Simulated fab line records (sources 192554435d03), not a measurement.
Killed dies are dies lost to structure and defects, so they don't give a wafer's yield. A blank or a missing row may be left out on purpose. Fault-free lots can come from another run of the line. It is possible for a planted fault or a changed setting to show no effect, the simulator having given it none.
Split-lot study || flow n5 finfet || 7 lots, 39 wafers read, on a route of 1938 steps

## SPLIT DETAILS
At N5_ZERO_LAYER_ETCH_18 (etches Si in HBr/Cl2, target depth 120 nm, time 40 s), the setting target depth a was moved away from the recipe's 1200 angstrom on 15 of the 39 wafers read, by -42.4% to +51.8%. For the rest of the wafers, this setting stayed at what the recipe calls for.

The split's own step is where the reading is taken.

## THE READING
coat_of_ZERO_LAYER_COAT_05.thk nm (the simulator's own value, which no gauge read), in nm, at N5_ZERO_LAYER_ETCH_18 (etches Si in HBr/Cl2, target depth 120 nm, time 40 s). There is no usual value for it anywhere in the file. Across the 24 wafers here that went through the recipe, the average is 931.6 nm and the standard deviation 3.8 nm.

{"wafer": "L075.1", "tool, chamber at the split": "rie si-04, 1", "target depth a as run, angstrom": 1200, "against the recipe": "recipe", "coat_of_ZERO_LAYER_COAT_05.thk nm, nm": 930.3, "against lot-mates on the recipe": "-"}
{"wafer": "L075.3", "tool, chamber at the split": "rie si-04, 3", "target depth a as run, angstrom": 1200, "against the recipe": "recipe", "coat_of_ZERO_LAYER_COAT_05.thk nm, nm": 925.5, "against lot-mates on the recipe": "-"}
{"wafer": "L075.4", "tool, chamber at the split": "rie si-04, 0", "target depth a as run, angstrom": 1200, "against the recipe": "recipe", "coat_of_ZERO_LAYER_COAT_05.thk nm, nm": 925.5, "against lot-mates on the recipe": "-"}
{"wafer": "L077.1", "tool, chamber at the split": "rie si-05, 1", "target depth a as run, angstrom": 691.4, "against the recipe": "-42.4%", "coat_of_ZERO_LAYER_COAT_05.thk nm, nm": 945.6, "against lot-mates on the recipe": "+14.6"}
{"wafer": "L077.2", "tool, chamber at the split": "rie si-05, 3", "target depth a as run, angstrom": 691.4, "against the recipe": "-42.4%", "coat_of_ZERO_LAYER_COAT_05.thk nm, nm": 947.8, "against lot-mates on the recipe": "+16.8"}
{"wafer": "L077.3", "tool, chamber at the split": "rie si-05, 2", "target depth a as run, angstrom": 1200, "against the recipe": "recipe", "coat_of_ZERO_LAYER_COAT_05.thk nm, nm": 929, "against lot-mates on the recipe": "-"}
{"wafer": "L077.4", "tool, chamber at the split": "rie si-05, 0", "target depth a as run, angstrom": 691.4, "against the recipe": "-42.4%", "coat_of_ZERO_LAYER_COAT_05.thk nm, nm": 948.6, "against lot-mates on the recipe": "+17.6"}
{"wafer": "L077.5", "tool, chamber at the split": "rie si-05, 1", "target depth a as run, angstrom": 1200, "against the recipe": "recipe", "coat_of_ZERO_LAYER_COAT_05.thk nm, nm": 930.8, "against lot-mates on the recipe": "-"}
{"wafer": "L077.6", "tool, chamber at the split": "rie si-05, 0", "target depth a as run, angstrom": 1200, "against the recipe": "recipe", "coat_of_ZERO_LAYER_COAT_05.thk nm, nm": 933.1, "against lot-mates on the recipe": "-"}
{"wafer": "L078.1", "tool, chamber at the split": "rie si-02, 2", "target depth a as run, angstrom": 1483, "against the recipe": "+23.6%", "coat_of_ZERO_LAYER_COAT_05.thk nm, nm": 924.4, "against lot-mates on the recipe": -7.3}
{"wafer": "L078.2", "tool, chamber at the split": "rie si-02, 0", "target depth a as run, angstrom": 1200, "against the recipe": "recipe", "coat_of_ZERO_LAYER_COAT_05.thk nm, nm": 932.8, "against lot-mates on the recipe": "-"}
{"wafer": "L078.3", "tool, chamber at the split": "rie si-02, 1", "target depth a as run, angstrom": 1200, "against the recipe": "recipe", "coat_of_ZERO_LAYER_COAT_05.thk nm, nm": 932.9, "against lot-mates on the recipe": "-"}
{"wafer": "L078.4", "tool, chamber at the split": "rie si-02, 3", "target depth a as run, angstrom": 1483, "against the recipe": "+23.6%", "coat_of_ZERO_LAYER_COAT_05.thk nm, nm": 923.8, "against lot-mates on the recipe": -7.9}
{"wafer": "L078.5", "tool, chamber at the split": "rie si-02, 0", "target depth a as run, angstrom": 1483, "against the recipe": "+23.6%", "coat_of_ZERO_LAYER_COAT_05.thk nm, nm": 921.3, "against lot-mates on the recipe": -10.4}
{"wafer": "L078.6", "tool, chamber at the split": "rie si-02, 1", "target depth a as run, angstrom": 1200, "against the recipe": "recipe", "coat_of_ZERO_LAYER_COAT_05.thk nm, nm": 929.5, "against lot-mates on the recipe": "-"}
{"wafer": "L079.1", "tool, chamber at the split": "rie si-02, 1", "target depth a as run, angstrom": 757.8, "against the recipe": "-36.9%", "coat_of_ZERO_LAYER_COAT_05.thk nm, nm": 945.6, "against lot-mates on the recipe": "+12.2"}
{"wafer": "L079.2", "tool, chamber at the split": "rie si-02, 0", "target depth a as run, angstrom": 757.8, "against the recipe": "-36.9%", "coat_of_ZERO_LAYER_COAT_05.thk nm, nm": 948.8, "against lot-mates on the recipe": "+15.4"}
{"wafer": "L079.3", "tool, chamber at the split": "rie si-02, 3", "target depth a as run, angstrom": 757.8, "against the recipe": "-36.9%", "coat_of_ZERO_LAYER_COAT_05.thk nm, nm": 950.4, "against lot-mates on the recipe": "+17.0"}
{"wafer": "L079.4", "tool, chamber at the split": "rie si-02, 2", "target depth a as run, angstrom": 1200, "against the recipe": "recipe", "coat_of_ZERO_LAYER_COAT_05.thk nm, nm": 932.6, "against lot-mates on the recipe": "-"}
{"wafer": "L079.5", "tool, chamber at the split": "rie si-02, 2", "target depth a as run, angstrom": 1200, "against the recipe": "recipe", "coat_of_ZERO_LAYER_COAT_05.thk nm, nm": 933.6, "against lot-mates on the recipe": "-"}
{"wafer": "L079.6", "tool, chamber at the split": "rie si-02, 1", "target depth a as run, angstrom": 1200, "against the recipe": "recipe", "coat_of_ZERO_LAYER_COAT_05.thk nm, nm": 934.1, "against lot-mates on the recipe": "-"}
{"wafer": "L081.1", "tool, chamber at the split": "rie si-02, 0", "target depth a as run, angstrom": 1821, "against the recipe": "+51.8%", "coat_of_ZERO_LAYER_COAT_05.thk nm, nm": 915.7, "against lot-mates on the recipe": -19.9}
{"wafer": "L081.2", "tool, chamber at the split": "rie si-02, 1", "target depth a as run, angstrom": 1200, "against the recipe": "recipe", "coat_of_ZERO_LAYER_COAT_05.thk nm, nm": 936.3, "against lot-mates on the recipe": "-"}
{"wafer": "L081.3", "tool, chamber at the split": "rie si-02, 3", "target depth a as run, angstrom": 1200, "against the recipe": "recipe", "coat_of_ZERO_LAYER_COAT_05.thk nm, nm": 934.8, "against lot-mates on the recipe": "-"}
{"wafer": "L081.4", "tool, chamber at the split": "rie si-02, 2", "target depth a as run, angstrom": 1821, "against the recipe": "+51.8%", "coat_of_ZERO_LAYER_COAT_05.thk nm, nm": 919.7, "against lot-mates on the recipe": -15.9}
{"wafer": "L081.5", "tool, chamber at the split": "rie si-02, 2", "target depth a as run, angstrom": 1821, "against the recipe": "+51.8%", "coat_of_ZERO_LAYER_COAT_05.thk nm, nm": 919.9, "against lot-mates on the recipe": -15.7}
{"wafer": "L081.6", "tool, chamber at the split": "rie si-02, 1", "target depth a as run, angstrom": 1200, "against the recipe": "recipe", "coat_of_ZERO_LAYER_COAT_05.thk nm, nm": 935.7, "against lot-mates on the recipe": "-"}
{"wafer": "L082.1", "tool, chamber at the split": "rie si-05, 1", "target depth a as run, angstrom": 1200, "against the recipe": "recipe", "coat_of_ZERO_LAYER_COAT_05.thk nm, nm": 931.9, "against lot-mates on the recipe": "-"}
{"wafer": "L082.2", "tool, chamber at the split": "rie si-05, 0", "target depth a as run, angstrom": 1200, "against the recipe": "recipe", "coat_of_ZERO_LAYER_COAT_05.thk nm, nm": 936.3, "against lot-mates on the recipe": "-"}
{"wafer": "L082.3", "tool, chamber at the split": "rie si-05, 3", "target depth a as run, angstrom": 1200, "against the recipe": "recipe", "coat_of_ZERO_LAYER_COAT_05.thk nm, nm": 935.6, "against lot-mates on the recipe": "-"}
{"wafer": "L082.4", "tool, chamber at the split": "rie si-05, 2", "target depth a as run, angstrom": 1200, "against the recipe": "recipe", "coat_of_ZERO_LAYER_COAT_05.thk nm, nm": 931.7, "against lot-mates on the recipe": "-"}
{"wafer": "L082.5", "tool, chamber at the split": "rie si-05, 2", "target depth a as run, angstrom": 1200, "against the recipe": "recipe", "coat_of_ZERO_LAYER_COAT_05.thk nm, nm": 934.8, "against lot-mates on the recipe": "-"}
{"wafer": "L082.6", "tool, chamber at the split": "rie si-05, 1", "target depth a as run, angstrom": 1200, "against the recipe": "recipe", "coat_of_ZERO_LAYER_COAT_05.thk nm, nm": 935.9, "against lot-mates on the recipe": "-"}
{"wafer": "L084.1", "tool, chamber at the split": "rie si-05, 2", "target depth a as run, angstrom": 1200, "against the recipe": "recipe", "coat_of_ZERO_LAYER_COAT_05.thk nm, nm": 925.4, "against lot-mates on the recipe": "-"}
{"wafer": "L084.2", "tool, chamber at the split": "rie si-05, 3", "target depth a as run, angstrom": 712.7, "against the recipe": "-40.6%", "coat_of_ZERO_LAYER_COAT_05.thk nm, nm": 941.7, "against lot-mates on the recipe": "+16.5"}
{"wafer": "L084.3", "tool, chamber at the split": "rie si-05, 2", "target depth a as run, angstrom": 712.7, "against the recipe": "-40.6%", "coat_of_ZERO_LAYER_COAT_05.thk nm, nm": 942.8, "against lot-mates on the recipe": "+17.6"}
{"wafer": "L084.4", "tool, chamber at the split": "rie si-05, 3", "target depth a as run, angstrom": 1200, "against the recipe": "recipe", "coat_of_ZERO_LAYER_COAT_05.thk nm, nm": 923.1, "against lot-mates on the recipe": "-"}
{"wafer": "L084.5", "tool, chamber at the split": "rie si-05, 2", "target depth a as run, angstrom": 1200, "against the recipe": "recipe", "coat_of_ZERO_LAYER_COAT_05.thk nm, nm": 927, "against lot-mates on the recipe": "-"}
{"wafer": "L084.6", "tool, chamber at the split": "rie si-05, 3", "target depth a as run, angstrom": 712.7, "against the recipe": "-40.6%", "coat_of_ZERO_LAYER_COAT_05.thk nm, nm": 941, "against lot-mates on the recipe": "+15.8"}

THE FIT
A straight line over all 39 wafers: coat_of_ZERO_LAYER_COAT_05.thk nm changes by -0.318 nm for each +1% of target depth a; r = -0.91; the points scatter about the line by 3.8 nm.
The same after taking each lot's own level away (the mean of its wafers on the recipe; 39 wafers): -0.372 nm for each +1%; r = -0.98; scatter 1.8 nm.
On that fit, the largest move of target depth a shifts the reading by 19 nm.
The span of the lots' own levels, 925.17 to 935.60 nm, comes to 2.7 times the standard deviation stated above.
Thus the slope moves with the lot-to-lot level: the two fits are different.
Check: with one of the wafers moved furthest among these (+51.8%) left out of the fit, the line predicts -18.6 nm for it against its lot-mates. It came out at -19.9 nm against them.

## THE WHOLE CHAIN: every reading that the file lists as answering this split, in the file's order
{"step": "N5_ZERO_LAYER_ETCH_18", "what it does": "etches Si in HBr/Cl2, target depth 120 nm, time 40 s", "reading": "etch.depth nm (the simulator's own value, which no gauge read)", "change (the file's fit)": "+1.14 nm for each +1% of the setting", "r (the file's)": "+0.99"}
{"step": "N5_ZERO_LAYER_ETCH_18", "what it does": "etches Si in HBr/Cl2, target depth 120 nm, time 40 s", "reading": "ZERO_LAYER.feature depth nm (the simulator's own value, which no gauge read)", "change (the file's fit)": "+1.14 nm for each +1% of the setting", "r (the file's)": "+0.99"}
{"step": "N5_ZERO_LAYER_ETCH_18", "what it does": "etches Si in HBr/Cl2, target depth 120 nm, time 40 s", "reading": "coat_of_ZERO_LAYER_COAT_05.thk nm (the simulator's own value, which no gauge read)", "change (the file's fit)": "-0.374 nm for each +1% of the setting", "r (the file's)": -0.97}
{"step": "N5_ZERO_LAYER_STRIP_24", "what it does": "strips in O2", "reading": "strip time to endpoint s", "change (the file's fit)": "withheld for each +1% of the setting", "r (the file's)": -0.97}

## THE FILE'S OWN FIT
coat_of_ZERO_LAYER_COAT_05.thk nm changes by -0.374 nm for each +1% of target depth a, r = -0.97.
